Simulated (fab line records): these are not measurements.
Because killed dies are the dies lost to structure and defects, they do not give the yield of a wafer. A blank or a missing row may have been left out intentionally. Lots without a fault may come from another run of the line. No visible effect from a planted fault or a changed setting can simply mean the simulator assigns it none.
Struck lot and sound lot, side by side :: flow n5Finfet :: 17 out of 1938 route steps
Sound: these wafers, L172.1, L172.5, L172.6. Struck: wafers L160.1, L160.3, L160.4. The cause is named last.
Order at every step that has rows: each side's tool, ch and its chambers, its first start. Under that, the readings that differ: sound wafers :: struck wafers :: difference of the means :: sigmas: that difference in standard deviations of wafers without a fault.
alike: readings whose means differ by less than 2 such deviations, and words and numbers that are the same on both sides. not compared: withheld readings, readings that some wafer has no value for, bounds like >300 that may hide the same value, and numbers for which the record gives no deviation and whose values overlap.
A row with sigmas, a row that says differs or no value, or rows on one side alone: a step with any of these is where the two part. Numbers that don't overlap but have no deviation are shown without sigmas and don't part them. A reading missing from all wafers of one side parts the sides only when that side holds two or more wafers.

first, 8 steps without rows for these wafers: N5_PASSIVATION_HMDS_03 (time 60 s); N5_PASSIVATION_COAT_04; N5_PASSIVATION_EBR_06; N5_PASSIVATION_SOFTBAKE_05 (time 90 s); N5_PASSIVATION_EXPOSE_07 (exposes mask TV, defocus 0 nm, target cd 3000 nm); N5_PASSIVATION_PEB_08; N5_PASSIVATION_DEVELOP_09 (develop time 60 s); N5_PASSIVATION_HARDBAKE_11 (time 120 s).
N5_PASSIVATION_CD_MEAS_10: target cd 3000 nm.
  sound on cdSem-03 ch 0, day 17 06:25; struck on cdSem-03 ch 0, day 14 17:59
  alike: cdNm
N5_PASSIVATION_OVL_MEAS_60:
  sound on overlay-01 ch 0, day 17 06:26; struck on overlay-01 ch 0, day 14 18:01
  alike: TV_OVL
N5_PASSIVATION_INSPECT_61: inspects for defects (macro).
  sound on defectInspect-02 at day 17 06:28; struck on defectInspect-02 at day 14 18:02
  alike: rawDefectCount
N5_PASSIVATION_DESCUM_12: chemistry O2, time 7.9 s.
  sound on rieDiel-05 ch 2,3, day 17 06:46; struck on rieDiel-04 ch 0,2, day 14 18:05
  alike: biasPowerW, drypumpMotorCurrentA, oesProductAu, rfVppV, showerheadPlenumPTorr, throttleValvePct
  not compared: rfHoursCounterH
N5_PASSIVATION_PASS_ETCH_74: etches SiNx in CF4/O2, target depth 220 nm, time 110 s.
  sound on rieDiel-05 ch 2,3, day 17 06:50; struck on rieDiel-04 ch 0,2, day 14 18:08
reading: oes_f_703_au (a.u.)
sound: 0.71 0.71 0.69
struck: 1.17 0.91 0.91
difference: +0.29
sigmas: +3

reading: oesProductAu (a.u.)
sound: 0.70 0.70 0.67
struck: 1.05 0.81 0.81
difference: +0.20
sigmas: +2

reading: rfFwdPowerW (W)
sound: 533.0 536.5 533.1
struck: 662.2 660.7 663.1
difference: +127.8
sigmas: +71

reading: rfVppV (V)
sound: 244 245 234
struck: 219 221 219
difference: -21
sigmas: -4

reading: model.etch.depthNm (nm)
sound: 216.3 215.6 208.5
struck: 271.3 274.7 274.7
difference: +60.1
sigmas: 

reading: model.TV_OPEN.cdOffsetNm (nm)
sound: -0.2 0 0.4
struck: -2.8 -2.4 -2.2
difference: -2.5
sigmas: 
  alike: drypumpMotorCurrentA, showerheadPlenumPTorr, throttleValvePct
  not compared: rfHoursCounterH, model.coat_of_PASSIVATION_COAT_04.thkNm
N5_PASSIVATION_VIA_ETCH_13: etches SiO2 in CHF3/O2, target depth 660 nm, time 330 s.
  sound on rieDiel-05 ch 2,3, day 17 06:56; struck on rieDiel-04 ch 0,2, day 14 18:14
reading: etchRfOnTimeS (s)
sound: 239 240 246
struck: 230 222 228
difference: -15
sigmas: -2
  alike: drypumpMotorCurrentA, oes_f_703_au, oesProductAu, rfFwdPowerW, rfVppV, showerheadPlenumPTorr, throttleValvePct
  not compared: rfHoursCounterH, model.coat_of_PASSIVATION_COAT_04.thkNm
N5_PASSIVATION_STRIP_14: strips in O2.
  sound on rieDiel-05 ch 2,3, day 17 07:07; struck on rieDiel-04 ch 0,2, day 14 18:26
  alike: drypumpMotorCurrentA, oesProductAu, rfVppV, showerheadPlenumPTorr, throttleValvePct
  not compared: rfHoursCounterH
N5_PASSIVATION_ETCH_15: etches SiCN in CF4/N2, target depth 75 nm, time 81.2 s.
  sound: rieDiel-05 ch 2,3; struck: rieDiel-04 ch 0,2
reading: model.TV_OPEN.cdOffsetNm (nm)
sound: 1.6 2 2.6
struck: -0.2 -1 -0.8
difference: -2.7
sigmas: 
  alike: drypumpMotorCurrentA, oesProductAu, rfFwdPowerW, rfVppV, showerheadPlenumPTorr, throttleValvePct
  not compared: rfHoursCounterH
then, 1 step without rows for these wafers: N5_PASSIVATION_STRIP_73 (strips in post etch residue remover, time 60 s).

WHERE THEY PART
At N5_PASSIVATION_PASS_ETCH_74 first; at N5_PASSIVATION_VIA_ETCH_13 last (within this record only). Later steps at which nothing parts them and some readings are alike: N5_PASSIVATION_STRIP_14, N5_PASSIVATION_ETCH_15.

WHY: the cause the simulator had injected
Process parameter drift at N5_PASSIVATION_PASS_ETCH_74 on rieDiel-04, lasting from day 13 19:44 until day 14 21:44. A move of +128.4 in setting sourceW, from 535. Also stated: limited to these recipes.
